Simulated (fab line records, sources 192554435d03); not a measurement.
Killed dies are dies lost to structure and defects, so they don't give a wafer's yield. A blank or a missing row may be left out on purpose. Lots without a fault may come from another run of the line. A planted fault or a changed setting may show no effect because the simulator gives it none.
fab line records | flow n5_finfet | part 2 of 2: steps 23 to 33 of 33
record lots=5 wafers=15 last_day=16
route steps=1938 shown HKMG_FIN@385
lots that met no fault: from a run of the same line without faults
start_h: hours from the record's first day to the start of the lot's first wafer shown | wait_h: hours since the lot's step before | " the same as in the row above | L1.1+2: a row that stands for several wafers | - no value, or no start given | * or withheld: withheld | < > ~ a bound
route shown NAME@n: a module of which the file shows steps, and the number in the route of the first | usual: mean/standard deviation of fault-free wafers | same: alike in all rows | chamber/n: place in a boat | sites: the reading at each site | _std_site: their standard deviation | _edge_site: outer sites' mean less inner sites' | radius_mm: how far each site lies from the wafer's centre | mask NAME#n: copy n | behind: the tool/chamber that last shaped the wafer | hold: why the lot was held/for how many hours/how that ended | device: the transistor (n, p or np) that didn't switch | end of line: the same wafers' tests at the end of the route | a step without rows: its recipe alone | killed: dies lost to structure and defects at the first sort, not the wafer's yield | map: a wafer's dies, x killed, . not, _ none there
set.NAME: the setting as run; set.NAME@STEP: as run at that earlier step | model.NAME: the simulator's own value behind a step, which no gauge read
lots at some steps of the route; a table a step, a row a wafer
services: from which hour (start_h, from the record's first day; less than 0 if before it) a tool's chamber was out of use, for how many hours, and why
## steps
# step N5_HKMG_FIN_STRIP_93
# recipe chemistry=N2/H2 material=SOC time_s=20 power_w=500 temp_c=40 pressure_mtorr=50 rf_frequency_hz=6e+07 bias_power_w=8 h2_frac=0.5 n2_flow_sccm=300 h2_flow_sccm=300
# usual drypump_motor_current_A=5.9/0.58 oes_product_au=0.76/0.075 rf_vpp_V=54.2/0.91 showerhead_plenum_p_Torr=3.33/0.1 throttle_valve_pct=19.07/0.27
# same time_s=20
# columns lot.wafer tool chamber start_h wait_h drypump_motor_current_A oes_product_au rf_hours_counter_h rf_vpp_V showerhead_plenum_p_Torr throttle_valve_pct
L075.3 rie_diel-06 2 81.49 0.2 5.3 0.89 30 53.9 3.29 18.69
L075.4 " 3 " " 4.8 0.82 - 55.0 3.27 19.18
L075.5 " 0 " " 6.5 0.77 - 55.1 3.24 18.80
L076.1 rie_diel-05 1 84.64 0.2 6.0 0.91 29 52.9 3.31 19.29
L076.2 " 2 " " 5.6 0.80 109 53.2 3.36 18.79
L076.4 " 3 " " 6.7 0.75 171 53.0 3.21 19.22
L078.3 rie_diel-01 2 95.91 0.2 6.7 0.79 137 54.0 3.38 18.88
L078.4 " 3 " " 5.9 0.71 225 55.4 3.45 18.76
L078.5 " 1 " " 5.3 0.77 - 55.1 3.36 19.00
L080.1 rie_diel-01 1 109.79 0.2 5.3 0.75 150 54.9 3.35 18.98
L080.2 " 0 " " 6.2 0.69 235 54.7 3.19 19.60
L080.6 " 0 " " 6.2 0.69 - 54.0 3.19 19.60
L085.1 rie_diel-01 3 149.84 0.2 5.9 0.70 246 54.9 3.44 18.80
L085.2 " 0 " " 6.2 0.69 248 53.1 3.19 19.62
L085.6 " 0 " " 6.2 0.68 - 54.8 3.19 19.62
# step N5_HKMG_FIN_WET_ETCH_76
# recipe chemistry=dNH4OH mix=1:50 temp_c=25 target=Al2O3 stop_on=La2O3 target_depth_nm=2.25 dry=ipa_marangoni rinse_time_s=30 rinse_temp_c=23
# columns lot.wafer tool chamber start_h wait_h
L075.3+4+5 wet_bench-04 2,3,4 81.58 0.1
L076.1+2+4 wet_bench-01 1,2,7 84.73 0.1
L078.3+4+5 wet_bench-01 2,0,3 95.99 0.1
L080.1+2+6 wet_bench-04 1,0,6 109.87 0.1
L085.1+2+6 wet_bench-01 0,6,4 149.93 0.1
# step N5_HKMG_FIN_STRIP_60
# recipe chemistry=N2/H2 power_w=2500 temp_c=300 h2_frac=0.65 time_s=360 pressure_mtorr=withheld n2_flow_sccm=1750 h2_flow_sccm=3250
# usual drypump_motor_current_A=5.4/0.36 heater_power_w=425/41
# same time_s=360
# columns lot.wafer tool chamber start_h wait_h drypump_motor_current_A heater_power_w rf_hours_counter_h
L075.3 plasma_asher-02 1 81.76 0.1 5.1 378 -
L075.4 " 0 " " 5.4 466 -
L075.5 " 0 " " 5.4 455 -
L076.1 plasma_asher-02 1 84.79 0.0 5.1 381 36
L076.2 " 0 " " 5.4 462 36
L076.4 " 0 " " 5.4 464 -
L078.3 plasma_asher-02 1 96.19 0.2 5.1 375 -
L078.4 " 0 " " 5.4 455 -
L078.5 " 1 " " 5.1 369 -
L080.1 plasma_asher-02 1 109.94 0.0 5.1 375 42
L080.2 " 0 " " 5.4 470 42
L080.6 " 0 " " 5.4 457 -
L085.1 plasma_asher-02 0 150.00 0.0 5.4 455 50
L085.2 " 1 " " 5.1 372 50
L085.6 " 0 " " 5.4 471 -
# step N5_HKMG_FIN_WET_ETCH_77
# recipe chemistry=dHCl mix=1:10000 temp_c=25 target=La2O3 stop_on=HfO2 target_depth_nm=2
# columns lot.wafer tool chamber start_h wait_h
L075.3+4+5 wet_bench-02 5,6,3 82.03 0.1
L076.1+2+4 wet_bench-04 5,2,4 85.18 0.3
L078.3+4+5 wet_bench-02 4,2,5 96.46 0.1
L080.1+2+6 wet_bench-02 6,5,1 110.33 0.3
L085.1+2+6 wet_bench-04 5,0,7 150.38 0.3
# step N5_HKMG_FIN_WET_ETCH_78
# recipe chemistry=dNH4OH mix=1:50 temp_c=25 target=Al2O3 stop_on=La2O3 target_depth_nm=4.5 dry=ipa_marangoni rinse_time_s=30 rinse_temp_c=23
# columns lot.wafer tool chamber start_h wait_h
L075.3+4+5 wet_bench-02 5,6,3 82.06 0.0
L076.1+2+4 wet_bench-04 5,2,4 85.21 0.0
L078.3+4+5 wet_bench-02 4,2,5 96.49 0.0
L080.1+2+6 wet_bench-02 6,5,1 110.36 0.0
L085.1+2+6 wet_bench-04 5,0,7 150.42 0.0
# step N5_HKMG_FIN_ALD_79
# recipe material=TiN target_thk_a=15 temp_c=400 ald_precursor_family=TiCl4 ald_co_reactant=NH3 pulse_time_s=1 purge_time_s=3 co_reactant_purge_time_s=2 co_reactant_pulse_time_s=2 ald_cycles=68 pressure_torr=3
# usual heater_power_w=869/110 precursor_pulse_height_rel=1.000/0.021
# columns lot.wafer tool chamber start_h wait_h heater_power_w precursor_pulse_height_rel
L075.3 ald_metal-01 0 82.14 0.0 706 0.998
L075.4 " 0 " " 724 0.982
L075.5 " 3 " " 1005 0.975
L076.1 ald_metal-04 3 85.28 0.0 929 0.949
L076.2 " 2 " " 864 1.002
L076.4 " 0 " " 902 1.001
L078.3 ald_metal-01 2 96.56 0.0 636 0.981
L078.4 " 1 " " 901 1.005
L078.5 " 1 " " 909 1.011
L080.1 ald_metal-03 1 110.43 0.0 743 1.015
L080.2 " 3 " " 824 0.982
L080.6 " 3 " " 822 1.001
L085.1 ald_metal-04 0 150.51 0.1 914 0.957
L085.2 " 1 " " 855 1.007
L085.6 " 0 " " 894 0.984
# step N5_HKMG_FIN_CVD_62
# recipe material=a-Si target_thk_a=30 temp_c=500 precursor=Si2H6 pressure_torr=1 time_s=20.8
# usual heater_power_w=1405/98
# same time_s=20.8
# columns lot.wafer tool chamber start_h wait_h heater_power_w
L075.3 thermal_cvd_si-01 0 82.50 0.2 1489
L075.4 " 2 " " 1218
L075.5 " 0 " " 1511
L076.1 thermal_cvd_si-02 2 85.64 0.2 1508
L076.2 " 0 " " 1455
L076.4 " 1 " " 1368
L078.3 thermal_cvd_si-02 1 96.92 0.2 1393
L078.4 " 0 " " 1437
L078.5 " 1 " " 1400
L080.1 thermal_cvd_si-02 1 110.79 0.2 1395
L080.2 " 0 " " 1381
L080.6 " 2 " " 1480
L085.1 thermal_cvd_si-02 2 150.87 0.2 1530
L085.2 " 1 " " 1414
L085.6 " 1 " " 1394
# step N5_HKMG_FIN_RTA_80
# recipe temp_c=withheld time_s=2 ambient=N2 idle_temp_c=600 ramp_up_c_per_s=150 ramp_down_c_per_s=60 cool_to_c=600
# same time_s=2
# columns lot.wafer tool chamber start_h wait_h
L075.3+4+5 rtp_anneal-02 0 82.68 0.1
L076.1+2+4 rtp_anneal-01 0 85.78 0.1
L078.3+4+5 rtp_anneal-02 0 97.09 0.1
L080.1+2+6 rtp_anneal-02 0 111.07 0.2
L085.1+2+6 rtp_anneal-01 0 151.07 0.2
# step N5_HKMG_FIN_PRECLEAN_64
# recipe chemistry=dHF time_s=30 temp_c=25 dilution=withheld
# same time_s=30
# columns lot.wafer tool chamber start_h wait_h
L075.3+4+5 wet_bench-04 0,3,5 82.78 0.1
L076.1+2+4 wet_bench-04 5,0,3 85.94 0.1
L078.3+4+5 wet_bench-01 6,4,7 97.20 0.1
L080.1+2+6 wet_bench-02 1,6,7 111.21 0.1
L085.1+2+6 wet_bench-02 4,5,0 151.22 0.1
# step N5_HKMG_FIN_WET_ETCH_65
# recipe chemistry=TMAH temp_c=70 conc_wt_pct=5 target=a-Si stop_on=TiN time_s=49 target_depth_nm=3
# same time_s=49
# columns lot.wafer tool chamber start_h wait_h
L075.3+4+5 wet_bench-04 0,3,5 82.79 0.0
L076.1+2+4 wet_bench-04 5,0,3 85.95 0.0
L078.3+4+5 wet_bench-01 6,4,7 97.21 0.0
L080.1+2+6 wet_bench-02 1,6,7 111.22 0.0
L085.1+2+6 wet_bench-02 4,5,0 151.23 0.0
# step N5_HKMG_FIN_WET_ETCH_81
# recipe chemistry=SC1 target=TiN stop_on=HfO2 mix=1:1:5 temp_c=60 time_s=57 target_depth_nm=6
# same time_s=57
# columns lot.wafer tool chamber start_h wait_h
L075.3+4+5 wet_bench-04 0,3,5 82.80 0.0
L076.1+2+4 wet_bench-04 5,0,3 85.96 0.0
L078.3+4+5 wet_bench-01 6,4,7 97.22 0.0
L080.1+2+6 wet_bench-02 1,6,7 111.24 0.0
L085.1+2+6 wet_bench-02 4,5,0 151.24 0.0
## services
# columns tool chamber start_h hours kind
ald_hk-01 - 70.78 28.1 pm
ald_metal-01 1 74.10 8.1 repair
wet_bench-01 - 77.06 1.2 repair
rie_diel-06 1 78.17 4.5 repair
arfi_scanner-01 - 80.63 0.9 repair
rtp_anneal-01 - 84.26 1.1 pm
rie_diel-05 - 88.48 0.2 repair
arfi_scanner-02 0 89.49 - calibration
arfi_scanner-01 - 104.27 1.0 pm
rie_diel-05 2 106.14 16.1 repair
arfi_scanner-02 - 109.41 0.8 pm
arfi_scanner-01 - 114.10 3.9 pm
rie_diel-05 1 116.27 3.7 repair
arfi_scanner-01 - 118.64 2.5 repair
ald_metal-04 - 121.19 1.0 repair
ald_hk-03 - 126.65 8.7 pm
rie_diel-06 2 128.59 2.3 repair
arfi_scanner-01 - 135.04 0.8 pm
thermal_cvd_si-01 2 142.66 7.7 repair
arfi_scanner-01 - 142.74 3.0 pm
ald_hk-02 - 143.41 0.6 repair
thermal_cvd_si-02 0 144.02 12.8 repair
